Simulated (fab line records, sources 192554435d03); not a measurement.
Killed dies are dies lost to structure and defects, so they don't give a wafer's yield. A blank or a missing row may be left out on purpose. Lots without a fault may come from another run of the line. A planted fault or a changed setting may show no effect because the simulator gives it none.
A struck lot beside a sound one | flow n5_finfet | 24 steps out of a route of 1938
Sound: wafers L542.2, L542.4, L542.6. Struck: wafers L533.1, L533.2, L533.4. The cause comes at the end.
At each step with rows: each side's tool, then ch and its chambers, then its first start. Under that, the readings that differ: sound wafers | struck wafers | difference of the means | sigmas: that difference in standard deviations of wafers without a fault.
alike: readings whose means differ by less than 2 such deviations, and words and numbers that are the same on both sides. not compared: withheld readings, readings that some wafer has no value for, bounds like >300 that may hide the same value, and numbers for which the record gives no deviation and whose values overlap.
The two part at a step that has a row with sigmas, a row that says differs or no value, or rows on one side only. Numbers that don't overlap but have no deviation are shown without sigmas and don't part them. A reading that every wafer of one side lacks parts them only if that side has two wafers or more.

first, 9 steps without rows for these wafers: N5_MOL_CONTACT_COAG_SOFTBAKE_79 (time 60 s); N5_MOL_CONTACT_COAG_EXPOSE_81 (exposes mask VG, defocus 0 nm); N5_MOL_CONTACT_COAG_PEB_82 (peb time 60 s); N5_MOL_CONTACT_COAG_DEVELOP_83 (develop time 30 s); N5_MOL_CONTACT_COAG_DESCUM_88 (chemistry O2, time 7 s); N5_MOL_CONTACT_COAG_ETCH_89 (etches underlayer in N2/H2, target depth 13 nm, time 10.4 s); N5_MOL_CONTACT_COAG_ETCH_90 (etches SiARC in CF4, target depth 13 nm, time 21.7 s); N5_MOL_CONTACT_COAG_ALD_131 (deposits SiO2, target thk 5 nm, pulse time 1 s, co reactant pulse time 1 s); N5_MOL_CONTACT_COAG_ETCHBACK_132 (etches SiO2 in CHF3, target depth 10 nm, time 6.7 s).
N5_MOL_CONTACT_COAG_ETCH_91: etches SOC in N2/H2, target depth 60 nm, overetch 21 nm, time 101.2 s.
  sound on rie_diel-02 ch 0,1,3, day 10 19:49; struck on rie_diel-02 ch 1,2,3, day 8 16:23
  no value came back on the struck wafers for any of 7 readings (bias_w (W), chamber_pressure_mTorr (mTorr) and others); on the sound wafers bias_w (W) reads 150.0 151.1 150.0
  reading                                                  | sound     | struck         | difference | sigmas
  model.CAR-EUV_of_MOL_CONTACT_COAG_COAT_78.thk_nm (nm)    | 0 0 0     | 15.6 15.6 15.4 | +15.5      |
  model.underlayer_of_MOL_CONTACT_COAG_COAT_77.thk_nm (nm) | 0 0 0     | 10 10 10       | +10        |
  model.SiARC_of_MOL_CONTACT_COAG_COAT_76.thk_nm (nm)      | 5.8 5.8 6 | 10 10 10       | +4         |
  not compared: rf_hours_counter_h
then, 4 steps without rows for these wafers: N5_MOL_CONTACT_COAG_STRIP_92 (strips in N2/H2); N5_MOL_CONTACT_COAG_STRIP_93 (strips in N2/H2); N5_MOL_CONTACT_COAG_ETCHBACK_135 (etches SiO2 in CHF3, target depth 25 nm, time 16.7 s); N5_MOL_CONTACT_COAG_STRIP_118 (strips in CHF3).
N5_MOL_CONTACT_COAG_VIA_ETCH_46: etches SiO2 in C4F6/O2, target depth 46 nm, overetch 9.2 nm, time 40 s.
  sound on rie_diel-02 ch 0,1,3, day 10 19:57; struck on rie_diel-02 ch 1,2,3, day 8 16:31
  reading               | sound          | struck         | difference | sigmas
  oes_product_au (a.u.) | 0.72 0.74 0.71 | 0.30 0.31 0.31 | -0.42      | -8
  alike: C4F6_flow_sccm, O2_flow_sccm, chamber_pressure_mTorr, drypump_motor_current_A, rf_vpp_V, showerhead_plenum_p_Torr, throttle_valve_pct
  not compared: rf_hours_counter_h
then, 1 step without rows for these wafers: N5_MOL_CONTACT_COAG_STRIP_96 (strips in N2/H2).
N5_MOL_CONTACT_COAG_ETCH_47: etches SiNx in CH3F/O2, stops on W, target depth 27 nm.
  sound on rie_diel-02 ch 0,1,3, day 10 20:03; struck on rie_diel-02 ch 1,2,3, day 8 16:37
  reading                    | sound             | struck         | difference | sigmas
  etch_rf_on_time_s (s)      | 31.2 31.0 31.6    | 50.8 50.8 50.8 | +19.5      | +50
  oes_product_au (a.u.)      | 0.72 0.75 0.71    | 0.30 0.31 0.31 | -0.42      | -8
  model.etch.over_etch_s (s) | 5.192 5.164 5.257 | 0 0 0          | -5         |
  alike: CH3F_flow_sccm, O2_flow_sccm, chamber_pressure_mTorr, drypump_motor_current_A, rf_vpp_V, showerhead_plenum_p_Torr, throttle_valve_pct
  not compared: rf_hours_counter_h
then, 3 steps without rows for these wafers: N5_MOL_CONTACT_COAG_STRIP_119 (strips in N2/H2, time 30 s); N5_MOL_CONTACT_COAG_PRECLEAN_144 (cleans in alkaline clean, time 60 s); N5_MOL_CONTACT_COAG_SRD_145 (time 30 s).
N5_MOL_CONTACT_COAG_CD_MEAS_137: target cd 16 nm.
  sound on cd_sem-02, day 10 20:17; struck on cd_sem-03, day 8 16:51
  reading    | sound          | struck | difference                    | sigmas
  cd_nm (nm) | 15.7 14.7 15.7 | - - -  | no value on the struck wafers |
then, 1 step without rows for these wafers: N5_MOL_CONTACT_COAG_COAT_62 (time 60 s, resist thk 60 nm).
N5_BEOL_M4_RC_MEAS_101:
  the record has rows for the sound wafers here (prober-01 ch 0, day 14 09:36) and none for the struck ones
-- the record jumps here: 7 days lie between the struck wafers' starts before and after (it left off in module BEOL_M4 and takes up again in module PASSIVATION, whose first step shown is number 1936 of the route) --
N5_PASSIVATION_PROBE_49:
  the record has rows for the struck wafers here (prober-01, day 15 19:27) and none for the sound ones

WHERE THEY PART
First at N5_MOL_CONTACT_COAG_ETCH_91; last, within this record, at N5_PASSIVATION_PROBE_49.

WHY: what the simulator had put in
Skipped step whole: rie_diel-02, from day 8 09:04 on, at N5_MOL_CONTACT_COAG_ETCH_91. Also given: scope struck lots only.
